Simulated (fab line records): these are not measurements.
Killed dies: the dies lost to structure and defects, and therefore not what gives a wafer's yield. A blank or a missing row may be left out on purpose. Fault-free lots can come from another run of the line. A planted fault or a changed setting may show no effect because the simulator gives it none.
Chamber matching :: flow nand-harc :: NHARC_A_STAIRCASE_ETCH_253 on rie-diel-13: 4 sister chambers
The step etches the open film in C4F8/O2, target depth 50 nm, time 20.2 s. 7 wafers are shown with their chamber, then 8 later ones without.

## EACH WAFER AND ITS CHAMBER
wafer: L082.4
chamber: 3
rf-vpp-V (V): 888
oes-product-au (a.u.): 1.005

wafer: L087.3
chamber: 0
rf-vpp-V (V): 896
oes-product-au (a.u.): 0.897

wafer: L087.4
chamber: 0
rf-vpp-V (V): 895
oes-product-au (a.u.): 0.913

wafer: L089.2
chamber: 1
rf-vpp-V (V): 890
oes-product-au (a.u.): 0.925

wafer: L089.4
chamber: 2
rf-vpp-V (V): 903
oes-product-au (a.u.): 0.934

wafer: L089.6
chamber: 1
rf-vpp-V (V): 891
oes-product-au (a.u.): 0.920

wafer: L091.1
chamber: 2
rf-vpp-V (V): 903
oes-product-au (a.u.): 0.925

## WAFERS MISSING THEIR CHAMBER
wafer: L091.3
rf-vpp-V (V): 890
oes-product-au (a.u.): 0.951

wafer: L091.5
rf-vpp-V (V): 897
oes-product-au (a.u.): 0.948

wafer: L094.1
rf-vpp-V (V): 889
oes-product-au (a.u.): 0.982

wafer: L094.3
rf-vpp-V (V): 887
oes-product-au (a.u.): 0.993

wafer: L094.5
rf-vpp-V (V): 895
oes-product-au (a.u.): 0.961

wafer: L095.1
rf-vpp-V (V): 905
oes-product-au (a.u.): 0.955

wafer: L095.4
rf-vpp-V (V): 891
oes-product-au (a.u.): 0.978

wafer: L095.6
rf-vpp-V (V): 888
oes-product-au (a.u.): 0.986

## CHAMBER TAKEN BY EACH
wafer: L091.3
from the rows above: 1
in truth: 1

wafer: L091.5
from the rows above: 0
in truth: 0

wafer: L094.1
from the rows above: 3
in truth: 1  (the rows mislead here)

wafer: L094.3
from the rows above: 3
in truth: 3

wafer: L094.5
from the rows above: can't be placed: 0 or 1
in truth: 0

wafer: L095.1
from the rows above: 2
in truth: 2

wafer: L095.4
from the rows above: can't be placed: 3 or 1
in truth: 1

wafer: L095.6
from the rows above: 3
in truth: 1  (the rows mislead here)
Correctly placed: 4 of 8. Can't be placed from these rows: 2 (the true chamber is among the candidates in 2). Wrongly placed: 2.
How it was worked out, from the rows above alone: a wafer's distance from a chamber is the root of the sum, over the readings, of the square of ((its reading less the chamber's mean) divided by the reading's scatter). If the next closest chamber is less than 2 further off than the closest, the wafer can't be placed; otherwise it belongs to the closest. Each chamber's mean is taken over the wafers shown for it. How the scatter is found: for the shown wafers, subtract from each reading the mean of its chamber, square and add these, divide the total by (wafers less chambers), then take the root.
